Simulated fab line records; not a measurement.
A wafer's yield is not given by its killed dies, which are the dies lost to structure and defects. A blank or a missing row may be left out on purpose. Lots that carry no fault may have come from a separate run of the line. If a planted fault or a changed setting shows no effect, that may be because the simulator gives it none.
Which of the tools did it?    flow n5-finfet    27 wafers from 9 lots sampled at 4 of the route's 1938 steps

== WHAT EACH GAUGE READ, for each wafer ==
N5_BEOL_M12_THK_MEAS_01.
lot   measured      on             M12_ILD_THK (nm)
L867  day 11 07:03  film-metro-02  658 642 664
L866  day 11 10:39  film-metro-01  639 639 659
L872  day 12 21:12  film-metro-01  648 656 668
L875  day 13 15:32  film-metro-02  653 645 678
L874  day 14 04:19  film-metro-02  668 670 665
L880  day 15 10:14  film-metro-02  1015 669 653
L882  day 15 17:30  film-metro-02  656 995 1020
L887  day 16 20:41  film-metro-01  646 657 655
L886  day 17 00:22  film-metro-01  659 660 675

== WHICH TOOL RAN EACH LOT (tool, then ch and the chambers of the sampled wafers, then the start) ==
lot   N5_BEOL_M11_ETCH_65                 N5_BEOL_M11_STRIP_77                           N5_BEOL_M12_ILD_DEP_00
L867  rie-diel-05 ch 0,1,2, day 11 03:35  rie-diel-05 ch 0,1,2, day 11 06:55 or earlier  pecvd-03 ch 0,1, day 11 06:55
L866  rie-diel-01 ch 0,3, day 11 05:46    rie-diel-01 ch 0,3, day 11 10:31 or earlier    pecvd-04 ch 0,1, day 11 10:31
L872  rie-diel-01 ch 0,3, day 12 17:00    rie-diel-01 ch 0,3, day 12 21:04 or earlier    pecvd-04 ch 0,2, day 12 21:04
L875  rie-diel-04 ch 1,2,3, day 13 10:41  rie-diel-04 ch 1,2,3, day 13 15:25 or earlier  pecvd-03 ch 0,1,2, day 13 15:25
L874  rie-diel-05 ch 0,1, day 14 00:52    rie-diel-05 ch 0,1, day 14 04:10 or earlier    pecvd-03 ch 0,2, day 14 04:10
L880  rie-diel-04 ch 1,2, day 15 04:56    rie-diel-04 ch 1,2, day 15 10:06 or earlier    pecvd-03 ch 1,2, day 15 10:06
L882  rie-diel-05 ch 0,1,2, day 15 13:32  rie-diel-05 ch 0,1,2, day 15 17:19 or earlier  pecvd-03 ch 1,2, day 15 17:19
L887  rie-diel-05 ch 0,1,2, day 16 17:09  rie-diel-05 ch 0,1,2, day 16 20:32 or earlier  pecvd-02 ch 0,2, day 16 20:32
L886  rie-diel-01 ch 0,2,3, day 16 20:46  rie-diel-01 ch 0,2,3, day 17 00:14 or earlier  pecvd-04 ch 0,2, day 17 00:14
- N5_BEOL_M11_ETCH_65: etches SiARC in CF4, target depth 39 nm, time 65 s.
- N5_BEOL_M11_STRIP_77: strips in N2/H2, time 10 s.
- N5_BEOL_M12_ILD_DEP_00: deposits SiOC from DEMS/O2, target thk 658.92 nm, time 130.7 s.

== THE ANSWER, worked out from the rows above alone ==
Rule: usual is defined by the lots themselves. The widest of any qualifying gaps counts: lots, ordered by their means at a reading, are off when they make up no more than a third of the lots, leave a main group of 4 or more, and stand apart from it by 3 or more times the standard deviation of that group's means. The tables above print the reading to a certain number of digits; a main group whose means all agree to those digits is not used. A lot without any number at a reading at which 4 lots or more have one is off too. All remaining lots with rows at the step are treated as sound.
Off: at N5_BEOL_M12_THK_MEAS_01 (M12_ILD_THK), L880, L882. Mean 657 nm and standard deviation 6.8 in the main group.
If a tool, at a process step before that reading, ran all the lots that are off and no sound lot after the first of them, it fits. The gauges at N5_BEOL_M12_THK_MEAS_01 are tried like those tools. N5_BEOL_M11_STRIP_77 gives no start for some lots, so the hours and the order of its lots are those of N5_BEOL_M12_ILD_DEP_00. 2 tools fit, pecvd-03 at N5_BEOL_M12_ILD_DEP_00 and film-metro-02 at N5_BEOL_M12_THK_MEAS_01, so this cannot tell which one it is.

== WHAT WAS PUT IN BY THE SIMULATOR ==
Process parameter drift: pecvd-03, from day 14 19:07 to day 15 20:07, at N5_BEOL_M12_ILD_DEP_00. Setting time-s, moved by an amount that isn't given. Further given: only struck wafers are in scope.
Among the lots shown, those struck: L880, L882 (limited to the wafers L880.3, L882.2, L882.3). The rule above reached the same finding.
